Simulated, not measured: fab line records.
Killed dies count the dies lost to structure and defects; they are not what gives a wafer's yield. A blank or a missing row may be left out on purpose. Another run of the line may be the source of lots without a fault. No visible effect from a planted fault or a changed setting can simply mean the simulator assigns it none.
Matching of chambers || flow n5Finfet || 4 sister chambers for N5_BEOL_M10_ETCH_61 on rieDiel-04
The step etches SiARC in CF4, target depth 39 nm, time 65 s. 18 wafers are shown with their chamber, then 9 later ones without.

## EACH WAFER AND ITS CHAMBER
{"wafer": "L074.1", "chamber": 2, "drypumpMotorCurrentA (A)": 6.0, "showerheadPlenumPTorr (Torr)": 2.08, "throttleValvePct (%)": 15.60}
{"wafer": "L074.4", "chamber": 3, "drypumpMotorCurrentA (A)": 6.4, "showerheadPlenumPTorr (Torr)": 2.10, "throttleValvePct (%)": 16.11}
{"wafer": "L074.6", "chamber": 2, "drypumpMotorCurrentA (A)": 6.0, "showerheadPlenumPTorr (Torr)": 2.08, "throttleValvePct (%)": 15.59}
{"wafer": "L077.3", "chamber": 0, "drypumpMotorCurrentA (A)": 6.2, "showerheadPlenumPTorr (Torr)": 2.28, "throttleValvePct (%)": 15.92}
{"wafer": "L077.5", "chamber": 1, "drypumpMotorCurrentA (A)": 6.0, "showerheadPlenumPTorr (Torr)": 2.09, "throttleValvePct (%)": 15.38}
{"wafer": "L077.6", "chamber": 2, "drypumpMotorCurrentA (A)": 6.0, "showerheadPlenumPTorr (Torr)": 2.08, "throttleValvePct (%)": 15.62}
{"wafer": "L082.1", "chamber": 2, "drypumpMotorCurrentA (A)": 6.0, "showerheadPlenumPTorr (Torr)": 2.07, "throttleValvePct (%)": 15.65}
{"wafer": "L082.2", "chamber": 0, "drypumpMotorCurrentA (A)": 6.2, "showerheadPlenumPTorr (Torr)": 2.27, "throttleValvePct (%)": 15.93}
{"wafer": "L082.4", "chamber": 3, "drypumpMotorCurrentA (A)": 6.4, "showerheadPlenumPTorr (Torr)": 2.10, "throttleValvePct (%)": 15.60}
{"wafer": "L084.4", "chamber": 3, "drypumpMotorCurrentA (A)": 6.4, "showerheadPlenumPTorr (Torr)": 2.10, "throttleValvePct (%)": 15.63}
{"wafer": "L084.5", "chamber": 3, "drypumpMotorCurrentA (A)": 6.4, "showerheadPlenumPTorr (Torr)": 2.10, "throttleValvePct (%)": 15.61}
{"wafer": "L084.6", "chamber": 2, "drypumpMotorCurrentA (A)": 6.0, "showerheadPlenumPTorr (Torr)": 2.07, "throttleValvePct (%)": 15.65}
{"wafer": "L088.1", "chamber": 1, "drypumpMotorCurrentA (A)": 6.0, "showerheadPlenumPTorr (Torr)": 2.09, "throttleValvePct (%)": 15.43}
{"wafer": "L088.2", "chamber": 3, "drypumpMotorCurrentA (A)": 6.4, "showerheadPlenumPTorr (Torr)": 2.10, "throttleValvePct (%)": 15.66}
{"wafer": "L088.4", "chamber": 2, "drypumpMotorCurrentA (A)": 5.9, "showerheadPlenumPTorr (Torr)": 2.07, "throttleValvePct (%)": 15.66}
{"wafer": "L092.1", "chamber": 3, "drypumpMotorCurrentA (A)": 6.4, "showerheadPlenumPTorr (Torr)": 2.09, "throttleValvePct (%)": 15.66}
{"wafer": "L092.2", "chamber": 2, "drypumpMotorCurrentA (A)": 6.0, "showerheadPlenumPTorr (Torr)": 2.07, "throttleValvePct (%)": 15.68}
{"wafer": "L092.3", "chamber": 1, "drypumpMotorCurrentA (A)": 6.0, "showerheadPlenumPTorr (Torr)": 2.08, "throttleValvePct (%)": 15.43}

SIGNATURES (averages over the wafers above)
{"reading": "drypumpMotorCurrentA", "chamber 0": 6.200, "chamber 1": 6.000, "chamber 2": 5.986, "chamber 3": 6.400, "scatter within a chamber": 0.0247}
{"reading": "showerheadPlenumPTorr", "chamber 0": 2.2750, "chamber 1": 2.0867, "chamber 2": 2.0743, "chamber 3": 2.0983, "scatter within a chamber": 0.00515}
{"reading": "throttleValvePct", "chamber 0": 15.9250, "chamber 1": 15.4133, "chamber 2": 15.6357, "chamber 3": 15.7117, "scatter within a chamber": 0.12}
Rule: for a wafer and a chamber, the distance is found by dividing, reading by reading, the gap between the wafer's reading and the chamber's mean by the reading's scatter, squaring, summing and taking the root. If the next closest chamber is less than 2 further off than the closest, the wafer can't be placed; otherwise it belongs to the closest. How the scatter is found: for the shown wafers, subtract from each reading the mean of its chamber, square and add these, divide the total by (wafers less chambers), then take the root.

## WAFERS WITHOUT THEIR CHAMBER
{"wafer": "L093.2", "drypumpMotorCurrentA (A)": 6.0, "showerheadPlenumPTorr (Torr)": 2.06, "throttleValvePct (%)": 15.69}
{"wafer": "L093.3", "drypumpMotorCurrentA (A)": 6.2, "showerheadPlenumPTorr (Torr)": 2.26, "throttleValvePct (%)": 16.00}
{"wafer": "L093.4", "drypumpMotorCurrentA (A)": 6.0, "showerheadPlenumPTorr (Torr)": 2.07, "throttleValvePct (%)": 15.70}
{"wafer": "L096.1", "drypumpMotorCurrentA (A)": 6.4, "showerheadPlenumPTorr (Torr)": 2.09, "throttleValvePct (%)": 15.68}
{"wafer": "L096.2", "drypumpMotorCurrentA (A)": 6.0, "showerheadPlenumPTorr (Torr)": 2.06, "throttleValvePct (%)": 15.70}
{"wafer": "L096.4", "drypumpMotorCurrentA (A)": 6.5, "showerheadPlenumPTorr (Torr)": 2.09, "throttleValvePct (%)": 15.67}
{"wafer": "L097.3", "drypumpMotorCurrentA (A)": 6.1, "showerheadPlenumPTorr (Torr)": 2.26, "throttleValvePct (%)": 15.99}
{"wafer": "L097.4", "drypumpMotorCurrentA (A)": 6.2, "showerheadPlenumPTorr (Torr)": 2.26, "throttleValvePct (%)": 16.00}
{"wafer": "L097.5", "drypumpMotorCurrentA (A)": 6.4, "showerheadPlenumPTorr (Torr)": 2.09, "throttleValvePct (%)": 15.68}

## CHAMBER TAKEN BY EACH
{"wafer": "L093.2", "from the rows above": 2, "in truth": 2}
{"wafer": "L093.3", "from the rows above": 0, "in truth": 0}
{"wafer": "L093.4", "from the rows above": 2, "in truth": 2}
{"wafer": "L096.1", "from the rows above": 3, "in truth": 3}
{"wafer": "L096.2", "from the rows above": 2, "in truth": 2}
{"wafer": "L096.4", "from the rows above": 3, "in truth": 3}
{"wafer": "L097.3", "from the rows above": 0, "in truth": 0}
{"wafer": "L097.4", "from the rows above": 0, "in truth": 0}
{"wafer": "L097.5", "from the rows above": 3, "in truth": 3}
9 of 9 placed correctly. From these rows, 0 cannot be placed. Placed wrongly: 0.
